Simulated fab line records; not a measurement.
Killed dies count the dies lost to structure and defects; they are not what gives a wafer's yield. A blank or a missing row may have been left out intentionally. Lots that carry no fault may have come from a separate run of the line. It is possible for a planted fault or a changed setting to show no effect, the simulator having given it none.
fab line records	flow n5_finfet
record: lots: 13	wafers: 32	last_day: 17
route steps=1938 shown GATE_CUT@489
lots that met no fault: from a run of the same line without faults
start_h: start of the lot's first displayed wafer, in hours after the record's first day	wait_h: hours from the lot's prior step to this one	" identical to the entry in the row above	L1.1+2: a row that stands for several wafers	- value missing, or start not given	* or withheld: withheld	< > ~ a bound
route shown NAME@n: NAME is a module with steps in the file, n the number in the route of the first one	usual: mean and standard deviation over wafers with no fault	same: alike in all rows	chamber/n: place in a boat	sites: per-site readings	_std_site: standard deviation of those values	_edge_site: outer sites' mean less inner sites'	radius_mm: how far each site lies from the wafer's centre	mask NAME#n: copy n	behind: the most recent tool/chamber to have shaped the wafer	hold: why the lot went on hold/how many hours it stayed there/how the hold came to an end	device: the transistor (n, p or np) that didn't switch	end of line: tests run on the same wafers once the route is complete	a step given without rows: its recipe and nothing more	killed: not the wafer's yield, but the dies lost to structure and defects at the first sort	map: a wafer's dies, x killed, . not, _ none there
set.NAME: the run value of the setting; set.NAME@STEP: its run value at that earlier step	model.NAME: the simulator's own value behind a step, which no gauge read
route steps across a sampled set of lots; one table per step, one row per wafer
services: when a tool's chamber went out of use (start_h, in hours from the record's first day, below 0 if earlier), for how many hours, and the reason
== steps ==
step: N5_GATE_CUT_INSPECT_15
recipe: mode: adi	inspect_instrument: brightfield
usual: raw_defect_count: 130/38
lot.wafer	tool	chamber	start_h	wait_h	raw_defect_count
L416.2	defect_inspect-02	-	110.46	0.0	57
L416.3	"	-	"	"	143
L417.1	defect_inspect-02	-	116.86	0.1	72
L417.2	"	-	"	"	80
L418.3	defect_inspect-01	-	118.70	0.0	136
L418.5	"	-	"	"	161
L419.1	defect_inspect-02	-	127.03	0.1	109
L419.6	"	-	"	"	84
L420.1	defect_inspect-02	-	131.04	0.1	148
L420.3	"	-	"	"	96
L420.4	"	-	"	"	112
L421.1	defect_inspect-02	-	135.63	0.1	104
L421.4	"	-	"	"	100
L421.5	"	-	"	"	102
L423.2	defect_inspect-01	-	151.57	0.0	147
L423.5	"	-	"	"	119
L424.2	defect_inspect-02	-	154.19	0.0	130
L424.3	"	-	"	"	121
L424.6	"	-	"	"	115
L429.2	defect_inspect-01	-	183.64	0.0	66
L429.6	"	-	"	"	83
L430.1	defect_inspect-01	-	190.03	0.1	104
L430.2	"	-	"	"	97
L433.2	defect_inspect-02	-	209.92	0.0	169
L433.5	"	-	"	"	103
L433.6	"	-	"	"	131
L434.4	defect_inspect-02	-	218.06	0.0	151
L434.5	"	-	"	"	172
L434.6	"	-	"	"	128
L435.2	defect_inspect-02	-	226.15	0.0	116
L435.4	"	-	"	"	150
L435.6	"	-	"	"	130
step: N5_GATE_CUT_ETCH_37
recipe: chemistry: N2/H2	target: SOC	target_depth_a: 600	overetch_a: 120	mask_material: SiARC	temp_c: 40	time_s: 90	ion_energy_ev: 200	pressure_mtorr: 30	source_w: 840	bias_w: 150	n2_flow_sccm: 200	h2_flow_sccm: 200
usual: drypump_motor_current_A: 5.6/0.52	oes_product_au: 0.70/0.065	rf_vpp_V: 524/3	showerhead_plenum_p_Torr: 2.52/0.1	throttle_valve_pct: 17.88/0.3
lot.wafer	tool	chamber	start_h	wait_h	drypump_motor_current_A	oes_product_au	rf_hours_counter_h	rf_vpp_V	showerhead_plenum_p_Torr	throttle_valve_pct
L416.2	rie_diel-06	1	110.63	0.0	5.4	0.73	76	528	2.66	17.41
L416.3	"	3	"	"	4.8	0.76	70	524	2.56	17.72
L417.1	rie_diel-06	0	117.02	0.0	6.2	0.65	204	521	2.43	18.36
L417.2	"	1	"	"	5.4	0.73	78	527	2.66	17.41
L418.3	rie_diel-02	3	118.82	0.0	6.0	0.62	238	525	2.63	17.97
L418.5	"	1	"	"	5.4	0.64	-	524	2.50	18.16
L419.1	rie_diel-02	1	127.14	0.0	5.4	0.64	214	521	2.50	18.16
L419.6	"	2	"	"	5.7	0.77	-	521	2.46	17.71
L420.1	rie_diel-02	0	131.15	0.0	5.7	0.68	126	519	2.37	18.25
L420.3	"	2	"	"	5.6	0.78	59	523	2.46	17.72
L420.4	"	3	"	"	6.0	0.62	241	525	2.63	17.95
L421.1	rie_diel-06	1	135.75	0.0	5.4	0.73	83	528	2.65	17.42
L421.4	"	0	"	"	6.2	0.65	209	519	2.43	18.36
L421.5	"	0	"	"	6.3	0.66	-	521	2.43	18.36
L423.2	rie_diel-02	1	151.87	0.0	5.5	0.63	221	523	2.50	18.18
L423.5	"	3	"	"	6.0	0.62	-	526	2.62	17.94
L424.2	rie_diel-06	2	154.31	0.0	4.7	0.63	220	522	2.51	18.19
L424.3	"	1	"	"	5.4	0.72	91	526	2.65	17.46
L424.6	"	0	"	"	6.2	0.65	-	522	2.43	18.37
L429.2	rie_diel-06	3	183.75	0.0	4.8	0.74	94	526	2.55	17.75
L429.6	"	1	"	"	5.4	0.71	-	528	2.65	17.45
L430.1	rie_diel-03	3	190.15	0.0	6.5	0.63	236	520	2.40	17.81
L430.2	"	1	"	"	5.1	0.79	31	528	2.71	17.60
L433.2	rie_diel-03	1	210.03	0.0	5.0	0.78	40	528	2.71	17.64
L433.5	"	1	"	"	5.1	0.77	-	529	2.71	17.63
L433.6	"	3	"	"	6.5	0.61	-	520	2.40	17.83
L434.4	rie_diel-06	3	218.17	0.0	4.8	0.72	104	525	2.55	17.76
L434.5	"	0	"	"	6.2	0.63	-	522	2.42	18.38
L434.6	"	1	"	"	5.4	0.70	-	528	2.64	17.47
L435.2	rie_diel-02	3	226.27	0.0	6.0	0.84	14	526	2.62	17.52
L435.4	"	1	"	"	5.4	0.62	244	522	2.49	18.21
L435.6	"	2	"	"	5.7	0.74	-	522	2.45	17.79
step: N5_GATE_CUT_STRIP_41
recipe: chemistry: CF4	resist: SiARC	power_w: 300	bias_power_w: 75	pressure_mtorr: 50	cf4_flow_sccm: 150	rf_frequency_hz: 6e+07
usual: bias_power_w: 74.99/0.23	cf4_flow_sccm: 150.0/0.46	drypump_motor_current_A: 5.6/0.52	oes_product_au: 0.180/0.017	rf_vpp_V: 270.9/1.8	showerhead_plenum_p_Torr: 1.79/0.071	throttle_valve_pct: 13.69/0.27
lot.wafer	tool	chamber	start_h	wait_h	bias_power_w	cf4_flow_sccm	drypump_motor_current_A	oes_product_au	rf_hours_counter_h	rf_vpp_V	showerhead_plenum_p_Torr	throttle_valve_pct
L416.2	rie_diel-06	1	110.77	0.0	75.05	149.8	5.4	0.193	76	273.4	1.90	13.45
L416.3	"	3	"	"	74.82	149.9	4.7	0.195	70	271.8	1.81	13.55
L417.1	rie_diel-06	0	117.17	0.0	74.78	150.4	6.2	0.169	204	268.3	1.73	14.12
L417.2	"	1	"	"	74.65	150.2	5.4	0.190	78	275.8	1.90	13.47
L418.3	rie_diel-02	3	118.96	0.0	75.13	150.2	6.0	0.168	238	271.1	1.83	13.67
L418.5	"	1	"	"	75.21	149.7	5.4	0.166	-	271.3	1.77	13.99
L419.1	rie_diel-02	1	127.29	0.0	74.94	149.8	5.5	0.160	214	269.9	1.77	14.00
L419.6	"	2	"	"	74.95	149.8	5.6	0.201	-	271.2	1.74	13.42
L420.1	rie_diel-02	0	131.30	0.0	-	-	-	-	-	-	-	-
L420.3	"	2	"	"	-	-	-	-	-	-	-	-
L420.4	"	3	"	"	-	-	-	-	-	-	-	-
L421.1	rie_diel-06	1	135.89	0.0	-	-	-	-	-	-	-	-
L421.4	"	0	"	"	-	-	-	-	-	-	-	-
L421.5	"	0	"	"	-	-	-	-	-	-	-	-
L423.2	rie_diel-02	1	152.02	0.0	74.91	150.4	5.4	0.156	222	271.4	1.77	14.04
L423.5	"	3	"	"	74.75	150.2	6.0	0.161	-	271.3	1.83	13.73
L424.2	rie_diel-06	2	154.45	0.0	75.09	150.3	4.8	0.167	220	270.6	1.78	13.91
L424.3	"	1	"	"	75.18	149.7	5.4	0.180	91	273.8	1.90	13.47
L424.6	"	0	"	"	75.14	150.9	6.2	0.164	-	270.4	1.72	14.15
L429.2	rie_diel-06	3	183.89	0.0	75.18	149.8	4.7	0.187	94	271.6	1.80	13.61
L429.6	"	1	"	"	75.15	149.2	5.4	0.180	-	273.3	1.89	13.50
L430.1	rie_diel-03	3	190.29	0.0	74.74	150.0	6.5	0.166	236	269.6	1.72	13.83
L430.2	"	1	"	"	74.92	150.2	5.0	0.202	31	272.0	1.90	13.25
L433.2	rie_diel-03	1	210.17	0.0	75.01	150.2	5.0	0.204	40	273.8	1.90	13.28
L433.5	"	1	"	"	74.91	150.9	5.0	0.207	-	274.2	1.90	13.26
L433.6	"	3	"	"	75.01	150.4	6.5	0.158	-	267.4	1.72	13.84
L434.4	rie_diel-06	3	218.32	0.0	74.98	149.7	4.8	0.189	104	271.6	1.80	13.61
L434.5	"	0	"	"	75.22	148.3	6.2	0.164	-	269.4	1.72	14.18
L434.6	"	1	"	"	75.38	150.8	5.4	0.188	-	273.2	1.89	13.53
L435.2	rie_diel-02	3	226.41	0.0	74.72	149.7	6.0	0.222	14	270.9	1.82	13.18
L435.4	"	1	"	"	74.77	149.8	5.4	0.160	244	270.5	1.76	14.07
L435.6	"	2	"	"	75.22	149.6	5.7	0.195	-	270.4	1.73	13.50
step: N5_GATE_CUT_CUT_ETCH_53
recipe: chemistry: SF6/Cl2	target: W	mask_material: SiO2	target_depth_a: 792	pressure_mtorr: 8	icp_w: 900	bias_w: 80	SF6_flow_sccm: 40	Cl2_flow_sccm: 60	ends: cleared
usual: SF6_flow_sccm: 39.99/0.11	drypump_motor_current_A: 5.95/0.24	etch_rf_on_time_s: 26.7/1.1	he_backside_leak_sccm: 3.4/0.41	oes_product_au: 0.69/0.073	throttle_valve_pct: 29.1/0.37
lot.wafer	tool	chamber	start_h	wait_h	SF6_flow_sccm	drypump_motor_current_A	etch_rf_on_time_s	he_backside_leak_sccm	oes_product_au	rf_hours_counter_h	throttle_valve_pct
L416.2	rie_metal-02	0	110.96	0.1	39.99	6.10	25.6	3.3	0.69	-	28.7
L416.3	"	0	"	"	39.80	6.11	25.5	3.1	0.70	-	28.7
L417.1	rie_metal-03	0	117.33	0.1	39.80	5.78	28.1	3.4	0.72	17	29.0
L417.2	"	1	"	"	40.06	5.58	27.1	3.9	0.74	24	29.0
L418.3	rie_metal-02	0	119.15	0.1	40.08	6.03	25.1	3.2	0.70	-	28.7
L418.5	"	1	"	"	40.03	5.67	28.2	3.9	0.56	-	29.8
L419.1	rie_metal-02	0	127.45	0.1	40.16	6.04	24.9	3.3	0.70	54	28.7
L419.6	"	0	"	"	40.13	6.04	24.9	3.3	0.70	-	28.7
L420.1	rie_metal-02	0	131.47	0.1	39.91	6.03	25.4	3.2	0.69	54	28.7
L420.3	"	1	"	"	39.92	5.67	28.5	3.7	0.54	-	29.8
L420.4	"	0	"	"	39.78	6.05	25.6	3.2	0.68	-	28.7
L421.1	rie_metal-03	1	136.06	0.1	40.01	5.56	27.3	3.5	0.73	25	29.0
L421.4	"	0	"	"	39.88	5.80	27.8	3.3	0.73	-	29.0
L421.5	"	0	"	"	40.02	5.78	28.1	3.7	0.72	-	29.0
L423.2	rie_metal-01	0	152.19	0.1	39.99	6.32	26.8	3.7	0.78	12	29.1
L423.5	"	1	"	"	39.99	6.00	25.7	3.1	0.70	-	29.0
L424.2	rie_metal-02	0	154.62	0.1	39.93	6.02	25.3	3.2	0.69	56	28.7
L424.3	"	1	"	"	40.13	5.65	28.2	3.2	0.54	-	29.8
L424.6	"	1	"	"	40.13	5.65	28.1	3.1	0.54	-	29.8
L429.2	rie_metal-03	0	184.06	0.1	39.96	5.79	27.9	3.5	0.71	22	29.0
L429.6	"	0	"	"	39.70	5.78	27.9	3.3	0.72	-	29.0
L430.1	rie_metal-01	0	190.46	0.1	39.91	6.31	26.9	3.5	0.76	16	29.1
L430.2	"	1	"	"	39.89	6.02	25.8	3.1	0.70	48	29.0
L433.2	rie_metal-01	1	210.34	0.1	39.95	6.01	26.1	3.3	0.69	50	29.0
L433.5	"	0	"	"	40.00	6.31	27.2	3.7	0.76	-	29.1
L433.6	"	1	"	"	39.81	6.02	26.0	3.3	0.69	-	29.0
L434.4	rie_metal-03	0	218.50	0.1	39.98	5.80	27.9	3.3	0.71	-	29.0
L434.5	"	1	"	"	40.04	5.57	27.2	3.8	0.71	-	29.0
L434.6	"	0	"	"	40.02	5.77	27.8	3.4	0.71	-	29.0
L435.2	rie_metal-02	0	226.58	0.1	40.06	6.07	25.4	3.3	0.68	62	28.7
L435.4	"	0	"	"	40.00	6.03	25.4	3.3	0.67	-	28.7
L435.6	"	1	"	"	39.99	5.67	28.1	3.6	0.54	-	29.8
== services ==
tool	chamber	start_h	hours	kind
rie_diel-06	-	98.98	0.4	repair
rie_metal-02	1	99.95	16.6	repair
rie_diel-03	0	115.96	8.9	repair
rie_metal-03	-	125.06	2.8	pm
rie_diel-02	3	159.07	-	clean
rie_diel-02	3	159.07	-	consumable_replace:focus_ring
rie_diel-02	3	159.07	16.3	scheduled_down
rie_diel-02	3	159.07	16.3	vent_cycle
rie_diel-06	0	163.38	9.6	repair
== key ==
first_sign: step: N5_GATE_CUT_STRIP_41	reading: tool_record	direction: missing
effect none on later readings
met_at N5_GATE_CUT_STRIP_41
struck_lots L420,L421
tester_left_out L420,L421
baseline_loss: step: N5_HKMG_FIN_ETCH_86	wafers: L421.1
not_acting_at N5_GATE_CUT_INSPECT_15,N5_GATE_CUT_ETCH_37,N5_GATE_CUT_CUT_ETCH_53
onset_between 127.29 131.30
fault: kind: skipped_step_whole	tool: rie_diel-02,rie_diel-06	chamber: -	onset_h: 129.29	steps: N5_GATE_CUT_STRIP_41	scope: struck_lots_only
tester_left_out: of these lots the tester's yield and bins aren't shown, on N5 and GAA mostly nor the transistor test; their killed dies are dies lost to structure and defects alone, not to doping, threshold or leakage, so they don't give the yield
baseline_loss: these wafers lose ten dies or more at that step, a loss of the line's own and not of a fault; the sort's usual values leave them out
